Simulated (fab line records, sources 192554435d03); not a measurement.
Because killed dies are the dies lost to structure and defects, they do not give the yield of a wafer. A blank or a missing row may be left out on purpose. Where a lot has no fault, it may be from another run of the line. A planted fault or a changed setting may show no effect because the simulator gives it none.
Which tool did it? + flow n5_finfet + Sampling: 6 lots, 18 wafers, 3 of 1938 route steps

## WHAT THE GAUGES READ, wafer by wafer
N5_BEOL_M11_THK_MEAS_01.
| lot  | measured     | on            | M11_ILD_THK (nm) |
|------|--------------|---------------|------------------|
| L304 | day 11 11:22 | film_metro-01 | 266 274 269      |
| L308 | day 11 15:41 | film_metro-02 | 271 264 276      |
| L311 | day 12 21:16 | film_metro-02 | 269 271 271      |
| L313 | day 13 02:58 | film_metro-02 | 264 263 275      |
| L315 | day 13 20:25 | film_metro-01 | 263 267 272      |
| L323 | day 15 17:40 | film_metro-02 | 268 271 274      |

## WHAT TOOL EACH LOT RAN ON (gives the tool, then ch and the chambers of the sampled wafers, and finally the start)
| lot  | N5_BEOL_M10_ALD_74                  | N5_BEOL_M10_CMP_52            |
|------|-------------------------------------|-------------------------------|
| L304 | ald_metal-01 ch 0,1,3, day 11 08:47 | cmp-03 ch 0,1,3, day 11 10:05 |
| L308 | ald_metal-01 ch 1,3, day 11 12:59   | cmp-03 ch 2,3, day 11 14:08   |
| L311 | ald_metal-03 ch 0,2,3, day 12 18:13 | cmp-03 ch 1,2, day 12 20:12   |
| L313 | ald_metal-01 ch 0,2,3, day 13 00:09 | cmp-03 ch 0,2,3, day 13 01:51 |
| L315 | ald_metal-02 ch 0,3, day 13 17:15   | cmp-03 ch 1,2,3, day 13 19:22 |
| L323 | ald_metal-01 ch 0,1,2, day 15 14:37 | cmp-04 ch 0,1,2, day 15 16:36 |
- N5_BEOL_M10_ALD_74: deposits TaN, target thk 2 nm, pulse time 2 s, purge time 3 s.
- N5_BEOL_M10_CMP_52: polishes, stops on SiCOH lowk, t overpolish 7 s, target thk 140 nm.

## THE ANSWER, worked out from the rows above alone
Rule: the lots themselves supply what counts as usual. Put in order of their means at a reading, lots are off if they are a third of the lots or fewer, leave a main group of 4 or more, and stand apart from it by a gap of 3 or more times the standard deviation of the main group's means; of several such gaps the widest counts. Not used: any main group whose means are identical at the precision the tables above print for the reading. A lot without any number at a reading at which 4 lots or more have one is off too. Any other lot the step has rows for is counted as sound.
Off: at N5_BEOL_M11_THK_MEAS_01 (M11_ILD_THK), L313, L315. For the main group the mean is 270 nm and the standard deviation 0.47.
If a tool, at a process step before that reading, ran all the lots that are off and no sound lot after the first of them, it fits. The gauges at N5_BEOL_M11_THK_MEAS_01 are tried like those tools. One fits: cmp-03 at N5_BEOL_M10_CMP_52. Its last sound lot is L311 (day 12 20:12), its first lot that is off L313 (day 13 01:51): a fault that began between those two fits.

## WHAT THE SIMULATOR HAD INSERTED
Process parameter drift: cmp-03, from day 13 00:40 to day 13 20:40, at N5_BEOL_M10_CMP_52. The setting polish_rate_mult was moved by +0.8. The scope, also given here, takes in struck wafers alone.
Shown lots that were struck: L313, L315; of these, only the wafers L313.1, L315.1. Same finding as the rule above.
